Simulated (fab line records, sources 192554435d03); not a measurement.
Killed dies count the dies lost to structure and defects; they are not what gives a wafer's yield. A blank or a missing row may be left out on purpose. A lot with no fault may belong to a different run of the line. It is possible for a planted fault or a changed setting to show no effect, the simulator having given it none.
Comparing a struck lot with a sound one | flow n5-finfet | 20 out of 1938 route steps
Sound: these wafers, L704.3, L704.5, L704.6. Wafers struck: L721.2, L721.3, L721.5. The cause is named last.
Order at every step that has rows: each side's tool, ch and its chambers, its first start. Under that, the readings that differ: sound wafers | struck wafers | difference of the means | sigmas: that difference in standard deviations of wafers without a fault.
alike: a reading whose means differ by less than 2 such deviations, as well as words and numbers matching on both sides. not compared: withheld readings; readings where some wafer has no value; bounds like >300 that might hide an equal value; numbers whose values overlap and for which the record gives no deviation.
Wherever a step has rows on one side only, a row that says differs or no value, or a row with sigmas, the two part there. Numbers that have no deviation but don't overlap get no sigmas and don't part them. A reading that every wafer of one side lacks parts them only if that side has two wafers or more.

first, 1 step without rows for these wafers: N5_MIM_TOP_LITHO_HARDBAKE_09 (time 120 s).
N5_MIM_TOP_LITHO_CD_MEAS_08: the cd target is 2000 nm.
  sound on cd-sem-03 ch 0, day 11 21:31; struck on cd-sem-02 ch 0, day 17 05:56
  alike: cd-nm
N5_MIM_TOP_LITHO_OVL_MEAS_11:
  sound on overlay-02 ch 0, day 11 21:32; struck on overlay-01 ch 0, day 17 05:58
  alike: MIM_TOP_OVL
N5_MIM_TOP_LITHO_INSPECT_12: inspects for defects (macro).
  sound on defect-inspect-02 at day 11 21:34; struck on defect-inspect-02 at day 17 06:00
  alike: raw-defect-count
N5_MIM_TOP_LITHO_DESCUM_10: chemistry O2, time 7.9 s.
  sound on rie-diel-03 ch 1,3, day 11 21:35; struck on rie-diel-03 ch 2,3, day 17 06:32
  alike: drypump-motor-current-A, oes-product-au, rf-vpp-V, showerhead-plenum-p-Torr, throttle-valve-pct
  not compared: rf-hours-counter-h
N5_MIM_TOP_ETCH_ETCH_00: etches TiN in Cl2/BCl3, target depth 38.5 nm.
  sound on rie-metal-02 ch 0, day 11 21:46; struck on rie-metal-03 ch 0,1, day 17 06:38
  alike: drypump-motor-current-A, oes-product-au, throttle-valve-pct
  not compared: rf-hours-counter-h
N5_MIM_TOP_ETCH_STRIP_01: strips in O2.
  sound on rie-diel-02 ch 1,2,3, day 11 22:00; struck on rie-diel-01 ch 2,3, day 17 06:46
  alike: drypump-motor-current-A, oes-product-au, rf-vpp-V, showerhead-plenum-p-Torr, throttle-valve-pct
  not compared: rf-hours-counter-h
N5_MIM_TOP_ETCH_PECVD_03: deposits SiNx from SiH4/NH3/N2, target thk 20 nm, time 17.6 s.
  sound on pecvd-04 ch 0,2, day 11 22:04; struck on pecvd-02 ch 0,1,2, day 17 06:50
  alike: heater-power-w, showerhead-plenum-p-Torr, showerhead-vpp-V, throttle-valve-pct
then, 4 steps without rows for these wafers: N5_MIM_BOT_LITHO_HMDS_01 (time 60 s); N5_MIM_BOT_LITHO_COAT_02; N5_MIM_BOT_LITHO_EBR_04; N5_MIM_BOT_LITHO_SOFTBAKE_03 (time 90 s).
N5_MIM_BOT_LITHO_EXPOSE_05: exposes mask MIM BOT.
  sound on krf-scanner-02 ch 0, day 11 22:16; struck on krf-scanner-02 ch 0, day 17 07:08
  reading                               | sound       | struck            | difference | sigmas
  model.MIM_BOT_LITHO.overlay-x-nm (nm) | 8.2 8.2 8.2 | 515.8 515.8 515.8 | +507.6     |
  alike: mask
then, 3 steps without rows for these wafers: N5_MIM_BOT_LITHO_PEB_06; N5_MIM_BOT_LITHO_DEVELOP_07 (develop time 60 s); N5_MIM_BOT_LITHO_HARDBAKE_09 (time 120 s).
N5_MIM_BOT_LITHO_CD_MEAS_08: the cd target is 3000 nm.
  sound on cd-sem-01 ch 0, day 11 22:26; struck on cd-sem-02 ch 0, day 17 07:19
  alike: cd-nm
N5_MIM_BOT_LITHO_OVL_MEAS_11:
  sound on overlay-01 ch 0, day 11 22:27; struck on overlay-01 ch 0, day 17 07:20
  reading          | sound   | struck      | difference | sigmas
  MIM_BOT_OVL (nm) | -1 0 -2 | 507 512 509 | +510       | +88
N5_MIM_BOT_LITHO_INSPECT_12: inspects for defects (macro).
  sound on defect-inspect-02 at day 11 22:29; struck on defect-inspect-02 at day 17 07:22
  alike: raw-defect-count
N5_PASSIVATION_PROBE_49:
  sound on prober-01 at day 12 06:37; struck on prober-01 at day 17 19:19
  alike: defect-limited-yield, killed_at_M0_to_M3, killed_at_M4_up, killed-at-contacts, killed-at-front-end, killed-at-other, killed-dies, killed-open, killed-short, sort_bin_5_function, sort_bin_6_memory, sort_bin_8_speed, sort-n-pass, sort-yield-pct

## WHERE THEY PART
Within this record, at N5_MIM_BOT_LITHO_OVL_MEAS_11 only. Later steps at which nothing parts them and some readings are alike: N5_MIM_BOT_LITHO_INSPECT_12, N5_PASSIVATION_PROBE_49.

WHY: the cause the simulator had injected
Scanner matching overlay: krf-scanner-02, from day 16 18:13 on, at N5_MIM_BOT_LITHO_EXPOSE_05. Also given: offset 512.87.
